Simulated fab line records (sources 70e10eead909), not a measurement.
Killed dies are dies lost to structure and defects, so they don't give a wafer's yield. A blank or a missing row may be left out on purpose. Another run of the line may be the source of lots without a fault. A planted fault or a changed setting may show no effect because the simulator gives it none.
fab line records ; flow nand-harc
record: lots: 5; wafers: 15; last-day: 33
route steps=1302 shown P_ZERO_WELL@44 END@1302
lots with no fault: from the same line, run without faults
start-h: hours from the record's opening day to when the first of the lot's shown wafers began ; wait-h: hours elapsed since this lot's preceding step ; " identical to the entry in the row above ; L1.1+2: a single row standing in for several wafers ; - no value, or no start given ; * or withheld: withheld ; < > ~ a bound
route shown NAME@n: NAME is a module with steps in the file, n the number in the route of the first one ; usual: mean/standard deviation taken from wafers without a fault ; same: alike in all rows ; chamber/n: place in a boat ; sites: readings site by site ; _std_site: their standard deviation ; _edge_site: inner sites' mean taken away from outer sites' mean ; radius-mm: for every site, how far away it sits from the centre of the wafer ; mask NAME#n: copy n ; behind: the last tool/chamber to shape the wafer ; hold: why the lot went on hold/how many hours it stayed there/how the hold came to an end ; device: names the non-switching transistor (n, p or np) ; end of line: the route-end tests of the same wafers ; a step with no rows: only its recipe ; killed: count of dies lost to structure and defects at first sort (not the wafer's yield) ; map: shows each die of a wafer: x if killed, . if not, _ if none is there
set.NAME: the setting as run; set.NAME@STEP: as run at that earlier step ; model.NAME: the simulator's own value behind a step, which no gauge read
certain route steps with their lots: each step a table, each wafer a row
services: from which hour (start-h, from the record's first day; less than 0 if before it) a tool's chamber was out of use, for how many hours, and why
== steps ==
step: NHARC_P_ZERO_WELL_CD_MEAS_37
recipe: target-cd-nm: 720; landing-energy-ev: 500
usual: cd-nm: 720.1/1.8
lot.wafer;tool;chamber;start-h;wait-h;cd-nm
L828.1;cd-sem-02;0;104.11;-;717.9
L828.2;cd-sem-02;0;104.11;-;718.5
L828.6;cd-sem-02;0;104.11;-;720.1
L830.1;cd-sem-01;0;123.84;-;721.1
L830.3;cd-sem-01;0;123.84;-;724.0
L830.5;cd-sem-01;0;123.84;-;717.7
L838.2;cd-sem-01;0;204.13;-;721.8
L838.4;cd-sem-01;0;204.13;-;718.2
L838.5;cd-sem-01;0;204.13;-;718.9
L840.3;cd-sem-01;0;224.27;-;719.7
L840.4;cd-sem-01;0;224.27;-;718.5
L840.6;cd-sem-01;0;224.27;-;719.8
L842.1;cd-sem-02;0;244.14;-;719.5
L842.2;cd-sem-02;0;244.14;-;720.9
L842.4;cd-sem-02;0;244.14;-;720.6
step: NHARC_P_ZERO_WELL_HARDBAKE_38
recipe: temp-c: 125; time-s: 80
step: NHARC_P_ZERO_WELL_DESCUM_39
recipe: time-s: 3; o2-flow-sccm: 200; ar-flow-sccm: 0; bias-power-w: 0; chemistry: O2
usual: drypump-motor-current-A: 5.9/0.35; oes-product-au: 0.999/0.0095; rf-vpp-V: 57.8/0.86; showerhead-plenum-p-Torr: 1.89/0.084; throttle-valve-pct: 11.311/0.0075
lot.wafer;tool;chamber;start-h;wait-h;drypump-motor-current-A;oes-product-au;rf-hours-counter-h;rf-vpp-V;showerhead-plenum-p-Torr;throttle-valve-pct
L828.1;rie-diel-08;1;104.29;-;5.9;0.988;28;56.3;1.78;11.310
L828.2;rie-diel-08;3;104.29;-;5.8;0.982;28;56.9;1.77;11.312
L828.6;rie-diel-08;1;104.29;-;5.9;0.986;-;57.7;1.78;11.316
L830.1;rie-diel-04;0;124.01;-;6.1;0.990;31;57.3;1.80;11.301
L830.3;rie-diel-04;2;124.01;-;5.6;0.995;32;57.6;1.81;11.309
L830.5;rie-diel-04;1;124.01;-;5.9;0.989;-;56.6;1.92;11.308
L838.4;rie-diel-04;0;204.30;-;6.2;1.007;7;56.5;1.79;11.307
L838.2;rie-diel-04;1;204.30;-;5.9;0.999;4;57.6;1.91;11.312
L838.5;rie-diel-04;0;204.30;-;6.2;1.005;-;58.2;1.79;11.310
L840.4;rie-diel-04;3;224.43;-;6.1;1.005;12;58.2;1.95;11.309
L840.3;rie-diel-04;2;224.43;-;5.6;0.986;9;58.3;1.80;11.295
L840.6;rie-diel-04;0;224.43;-;6.2;0.997;-;57.0;1.79;11.319
L842.1;rie-diel-07;1;244.32;-;5.9;1.004;39;56.7;1.91;11.316
L842.2;rie-diel-07;2;244.32;-;6.2;0.985;39;59.3;2.01;11.303
L842.4;rie-diel-07;0;244.32;-;6.3;0.995;-;57.0;1.84;11.306
step: NHARC_P_ZERO_WELL_IMPLANT_40
recipe: energy-kev: 300; dose-cm2: 1e+13; tilt-deg: 7
step: NHARC_P_ZERO_WELL_IMPLANT_59
recipe: energy-kev: 120; dose-cm2: 5e+12; tilt-deg: 7
step: NHARC_P_ZERO_WELL_IMPLANT_60
recipe: energy-kev: 30; dose-cm2: 2e+12; tilt-deg: 7
step: NHARC_P_ZERO_WELL_STRIP_41
recipe: time-s: 840; temp-c: 130; chemistry: SPM
step: NHARC_P_ZERO_WELL_DEHYDRATE_44
recipe: temp-c: 150; time-s: 120
step: NHARC_P_ZERO_WELL_HMDS_45
recipe: time-s: 30
step: NHARC_P_ZERO_WELL_COAT_46
recipe: spin-rpm: withheld
step: NHARC_P_ZERO_WELL_SOFTBAKE_47
recipe: temp-c: 122; time-s: 95
step: NHARC_P_ZERO_WELL_EBR_48
step: NHARC_P_ZERO_WELL_EXPOSE_49
recipe: na: 0.6; target-cd-nm: 2000; dose-mj: 22.64; mask-id: P_HVPW
lot.wafer;tool;chamber;start-h;wait-h;mask
L828.1+2+6;krf-scanner-04;0;105.48;-;P_HVPW#0
L830.1+3+5;krf-scanner-02;0;125.33;-;P_NWELL#0
L838.2+4+5;krf-scanner-02;0;205.62;-;P_HVPW#0
L840.3+4+6;krf-scanner-02;0;225.77;-;P_HVPW#0
L842.1+2+4;krf-scanner-03;0;245.65;-;P_HVPW#0
step: NHARC_P_ZERO_WELL_PEB_50
recipe: peb-temp-c: 118; peb-time-s: 85
step: NHARC_P_ZERO_WELL_DEVELOP_51
recipe: time-s: 70
step: NHARC_P_ZERO_WELL_CD_MEAS_52
recipe: target-cd-nm: 2000; landing-energy-ev: 500
usual: cd-nm: 1998.8/1.3
lot.wafer;tool;chamber;start-h;wait-h;cd-nm
L828.1;cd-sem-01;0;105.64;-;1997.5
L828.2;cd-sem-01;0;105.64;-;2000.5
L828.6;cd-sem-01;0;105.64;-;1996.8
L830.1;cd-sem-03;0;125.48;-;-
L830.3;cd-sem-03;0;125.48;-;-
L830.5;cd-sem-03;0;125.48;-;-
L838.2;cd-sem-03;0;205.77;-;2000.6
L838.4;cd-sem-03;0;205.77;-;2000.2
L838.5;cd-sem-03;0;205.77;-;1999.7
L840.3;cd-sem-01;0;225.92;-;1997.6
L840.4;cd-sem-01;0;225.92;-;1999.7
L840.6;cd-sem-01;0;225.92;-;1998.3
L842.1;cd-sem-02;0;245.80;-;1999.8
L842.2;cd-sem-02;0;245.80;-;1999.1
L842.4;cd-sem-02;0;245.80;-;1998.6
step: NHARC_P_ZERO_WELL_HARDBAKE_53
recipe: temp-c: 125; time-s: 80
step: NHARC_END_SORT_01
recipe: temp-c: 25
usual: killed-at-array: 57/19; killed-at-other: 0.9/1.1; killed-at-periphery: 4.0/2.6; killed-dies: 62/19; killed-open: 3.3/1.8; killed-short: 2.4/1.7
same: gross-dies: 677
lot.wafer;tool;chamber;start-h;wait-h;hold;killed-at-array;killed-at-other;killed-at-periphery;killed-dies;killed-open;killed-short
L828.1;prober-01;0;635.19;2.5;-;59;0;2;61;4;3
L828.2;prober-01;0;635.99;2.8;-;46;0;2;48;4;1
L828.6;prober-01;0;639.19;4.0;-;46;0;3;49;2;1
L830.1;prober-02;0;658.84;2.5;await-dispo/1.5h/scrap;73;1;603;677;3;1
L830.3;prober-02;0;660.43;3.1;await-dispo/1.5h/scrap;51;2;624;677;5;1
L830.5;prober-02;0;662.03;3.7;await-dispo/1.5h/scrap;59;3;615;677;2;1
L838.2;prober-02;0;727.33;2.8;-;56;1;5;62;3;2
L838.4;prober-02;0;728.95;3.4;-;57;2;4;63;3;4
L838.5;prober-02;0;729.76;3.8;-;56;3;7;66;3;2
L840.3;prober-01;0;762.81;3.1;-;67;1;8;76;1;3
L840.4;prober-01;0;763.60;3.4;-;71;1;5;77;4;4
L840.6;prober-01;0;765.20;4.0;-;75;0;10;85;2;3
L842.1;prober-01;0;796.61;2.5;-;64;0;7;71;4;3
L842.2;prober-01;0;797.41;2.8;-;47;0;4;51;3;1
L842.4;prober-01;0;799.01;3.4;-;55;1;6;62;2;3
killed by level:class
L828.1 A_CHANNEL_HOLE_D2:chamber-film-flake=31 A_CHANNEL_HOLE_D1:chamber-film-flake=12 A_BLC:chamber-film-flake=3 P_M1:geometric-particle:short=2 A_CHANNEL_FILL_D1:chamber-film-flake=2 A_CONTACT:chamber-film-flake=2 A_CHANNEL_HOLE_D1:geometric-particle:open=1 A_DECK1_JOINT:geometric-particle:open=1
L828.2 A_CHANNEL_HOLE_D2:chamber-film-flake=22 A_BLC:chamber-film-flake=8 A_CHANNEL_HOLE_D1:chamber-film-flake=5 A_STAIRCASE:chamber-film-flake=2 A_CONTACT:chamber-film-flake=2 P_GATE:geometric-particle:open=1 A_CHANNEL_HOLE_D1:geometric-particle:short=1 A_CHANNEL_FILL_D1:geometric-particle:open=1
L828.6 A_CHANNEL_HOLE_D2:chamber-film-flake=28 A_CHANNEL_HOLE_D1:chamber-film-flake=5 A_BLC:chamber-film-flake=3 A_DECK1_JOINT:chamber-film-flake=2 P_GATE:chamber-film-flake=2 A_CONTACT:chamber-film-flake=2 A_DECK1_JOINT:geometric-particle:open=1 A_SGD_CUT:geometric-particle:short=1
L830.1 P_ZERO_WELL:area-expose=600 A_SLIT:chamber-film-flake=32 A_CHANNEL_HOLE_D1:chamber-film-flake=26 A_STAIRCASE:chamber-film-flake=6 A_DECK1_JOINT:chamber-film-flake=3 P_GATE:chamber-film-flake=2 A_ONON_D1:geometric-particle:open=1 A_CHANNEL_FILL_D1:geometric-particle:open=1
L830.3 P_ZERO_WELL:area-expose=621 A_CHANNEL_HOLE_D1:chamber-film-flake=21 A_SLIT:chamber-film-flake=16 A_CHANNEL_HOLE_D2:unspecified=4 A_WL_FILL:geometric-particle:open=2 A_STAIRCASE:chamber-film-flake=2 A_CONTACT:chamber-film-flake=2 THIN_TSV:chamber-film-flake=2
L830.5 P_ZERO_WELL:area-expose=613 A_CHANNEL_HOLE_D1:chamber-film-flake=29 A_SLIT:chamber-film-flake=16 A_CONTACT:chamber-film-flake=6 THIN_TSV:chamber-film-flake=3 P_STI:chamber-film-flake=2 A_CHANNEL_HOLE_D2:unspecified=2 A_STAIRCASE:chamber-film-flake=2
L838.2 A_CHANNEL_HOLE_D2:chamber-film-flake=21 A_SLIT:chamber-film-flake=18 A_CHANNEL_HOLE_D1:chamber-film-flake=6 P_ZERO_WELL:chamber-film-flake=4 A_CONTACT:chamber-film-flake=4 P_M0:geometric-particle:open=1 A_ONON_D1:geometric-particle:open=1 A_DECK1_JOINT:geometric-particle:short=1
L838.4 A_CHANNEL_HOLE_D2:chamber-film-flake=29 A_SLIT:chamber-film-flake=14 A_CONTACT:chamber-film-flake=4 P_ZERO_WELL:chamber-film-flake=3 A_CHANNEL_FILL_D2:chamber-film-flake=2 A_CHANNEL_HOLE_D1:chamber-film-flake=2 P_CONTACT:geometric-particle:short=1 A_SOURCE_PLATE:geometric-particle:open=1
L838.5 A_SLIT:chamber-film-flake=29 A_CHANNEL_HOLE_D2:chamber-film-flake=10 A_CONTACT:chamber-film-flake=7 P_ZERO_WELL:chamber-film-flake=6 A_CHANNEL_HOLE_D1:chamber-film-flake=3 THIN_TSV:chamber-film-flake=3 P_M0:geometric-particle:open=1 A_CHANNEL_FILL_D1:geometric-particle:short=1
L840.3 A_SLIT:chamber-film-flake=27 A_CHANNEL_HOLE_D2:chamber-film-flake=23 A_CHANNEL_HOLE_D1:chamber-film-flake=9 P_CONTACT:chamber-film-flake=5 A_STAIRCASE:chamber-film-flake=2 P_CONTACT:geometric-particle:short=1 A_ONON_D1:geometric-particle:open=1 A_CHANNEL_FILL_D1:geometric-particle:short=1
L840.4 A_CHANNEL_HOLE_D2:chamber-film-flake=27 A_SLIT:chamber-film-flake=14 A_STAIRCASE:chamber-film-flake=13 A_CHANNEL_HOLE_D1:chamber-film-flake=4 A_WL_FILL:chamber-film-flake=4 P_GATE:chamber-film-flake=2 P_CONTACT:chamber-film-flake=2 P_CONTACT:geometric-particle:short=1
L840.6 A_SLIT:chamber-film-flake=33 A_CHANNEL_HOLE_D2:chamber-film-flake=19 A_STAIRCASE:chamber-film-flake=9 A_CHANNEL_HOLE_D1:chamber-film-flake=6 P_CONTACT:chamber-film-flake=4 A_CONTACT:chamber-film-flake=3 P_GATE:chamber-film-flake=2 A_WL_FILL:chamber-film-flake=2
L842.1 A_CHANNEL_HOLE_D2:chamber-film-flake=27 A_CHANNEL_HOLE_D1:chamber-film-flake=15 A_SLIT:chamber-film-flake=6 A_CONTACT:chamber-film-flake=5 A_DECK1_JOINT:chamber-film-flake=3 P_STI:chamber-film-flake=2 A_CHANNEL_FILL_D2:chamber-film-flake=2 P_CONTACT:geometric-particle:short=1
L842.2 A_CHANNEL_HOLE_D2:chamber-film-flake=12 A_CONTACT:chamber-film-flake=10 A_CHANNEL_HOLE_D1:chamber-film-flake=9 A_SLIT:chamber-film-flake=7 P_ZERO_WELL:chamber-film-flake=2 P_GATE:chamber-film-flake=2 A_DECK1_JOINT:chamber-film-flake=2 A_CHANNEL_HOLE_D1:geometric-particle:open=1
L842.4 A_CHANNEL_HOLE_D1:chamber-film-flake=18 A_CHANNEL_HOLE_D2:chamber-film-flake=18 A_CONTACT:chamber-film-flake=8 A_SLIT:chamber-film-flake=6 P_M0:chamber-film-flake=2 P_M0:geometric-particle:open=1 A_DECK1_JOINT:geometric-particle:short=1 A_ONON_D2:geometric-particle:short=1
map L830.1 (x killed, . not)
____________x____________
_________xxxxxxx_________
_______xxxxxxxxxxx_______
______xxxxxxxxxxxxx______
_____xxxxxxxxxxxxxxx_____
____xxxxxxxxxxxxxxxxx____
____xxxxxxxxxxxxxxxxx____
___xxxxxxxxxxxxxxxxxxx___
___xxxxxxxxxxxxxxxxxxx___
__xxxxxxxxxxxxxxxxxxxxx__
__xxxxxxxxxxxxxxxxxxxxx__
_xxxxxxxxxxxxxxxxxxxxxxx_
_xxxxxxxxxxxxxxxxxxxxxxx_
_xxxxxxxxxxxxxxxxxxxxxxx_
_xxxxxxxxxxxxxxxxxxxxxxx_
_xxxxxxxxxxxxxxxxxxxxxxx_
xxxxxxxxxxxxxxxxxxxxxxxxx
xxxxxxxxxxxxxxxxxxxxxxxxx
xxxxxxxxxxxxxxxxxxxxxxxxx
xxxxxxxxxxxxxxxxxxxxxxxxx
xxxxxxxxxxxxxxxxxxxxxxxxx
_xxxxxxxxxxxxxxxxxxxxxxx_
_xxxxxxxxxxxxxxxxxxxxxxx_
_xxxxxxxxxxxxxxxxxxxxxxx_
_xxxxxxxxxxxxxxxxxxxxxxx_
_xxxxxxxxxxxxxxxxxxxxxxx_
__xxxxxxxxxxxxxxxxxxxxx__
__xxxxxxxxxxxxxxxxxxxxx__
___xxxxxxxxxxxxxxxxxxx___
___xxxxxxxxxxxxxxxxxxx___
____xxxxxxxxxxxxxxxxx____
____xxxxxxxxxxxxxxxxx____
_____xxxxxxxxxxxxxxx_____
______xxxxxxxxxxxxx______
_______xxxxxxxxxxx_______
_________xxxxxxx_________
____________x____________
map L840.6 (x killed, . not)
____________x____________
_________xxxx.x._________
_______.xxxxx....x_______
______....xxx......______
_____..xx..x..xx...._____
____.....x.......x...____
____.x.....x.........____
___.............x.....___
___x....x....x........___
__.....................__
__....x................__
_.x....................._
_...xx.x................_
_x.xxxxx.........xx....._
_.xxxxxx.............xx._
_..xxxxx........x......._
..xxxxxx.................
...xx.x...........x......
....xxx.x................
....x.x.......x..........
xx.x..x.........x........
_................x.x...._
_................x......_
_.............x........._
_......................._
_.....................x._
__.....................__
__.....................__
___...................___
___...................___
____.................____
____....x............____
_____..............._____
______...x.........______
_______.x........._______
_________......._________
____________.____________
== services ==
tool;chamber;start-h;hours;kind
rie-diel-04;0;83.87;-;clean
rie-diel-04;1;83.87;-;clean
rie-diel-04;2;83.87;-;clean
rie-diel-04;3;83.87;-;clean
krf-scanner-02;0;87.85;-;calibration
krf-scanner-02;-;94.00;4.0;pm
rie-diel-04;0;108.48;-;clean
rie-diel-04;1;108.48;-;clean
rie-diel-04;2;108.48;-;clean
rie-diel-04;3;108.48;-;clean
rie-diel-07;-;117.70;9.0;pm
rie-diel-08;2;128.65;1.8;repair
rie-diel-04;0;133.06;-;clean
krf-scanner-03;-;139.71;1.3;repair
rie-diel-08;0;146.40;16.3;repair
krf-scanner-03;-;152.99;0.5;repair
krf-scanner-04;-;167.86;0.7;repair
rie-diel-04;-;180.43;9.0;pm
krf-scanner-04;-;182.00;4.0;pm
rie-diel-08;-;190.95;9.0;pm
rie-diel-04;1;209.91;6.1;repair
rie-diel-08;3;215.73;8.8;repair
rie-diel-07;3;232.36;14.8;repair
rie-diel-04;2;236.01;1.5;repair
== key ==
first-sign: step: NHARC_P_ZERO_WELL_EXPOSE_49; reading: mask; direction: changed
effect: step: NHARC_P_ZERO_WELL_CD_MEAS_52; reading: cd-nm; direction: missing
effect: step: NHARC_END_SORT_01; reading: killed-at-periphery; direction: up; sigmas: 99+; usual: 4.0; struck: 614
more-kills-born-at: NHARC_P_ZERO_WELL_EXPOSE_49@krf-scanner-02: 1834
met-at NHARC_P_ZERO_WELL_EXPOSE_49
struck-wafers L830.1,L830.3,L830.5
later-rows-left-out L830.1,L830.3,L830.5
tester-left-out L830
fault: kind: wrong-mask; tool: any; chamber: -; onset-h: 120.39; steps: NHARC_P_ZERO_WELL_EXPOSE_49; aux-copy: P_NWELL#0; scope: struck-lots-only
tester-left-out: of these lots the tester's yield and bins aren't shown, on N5 and GAA mostly nor the transistor test; their killed dies are dies lost to structure and defects alone, not to doping, threshold or leakage, so they don't give the yield
later-rows-left-out: the simulator's readings of these wafers behind a module that went badly wrong aren't trusted and aren't shown, but for the sort
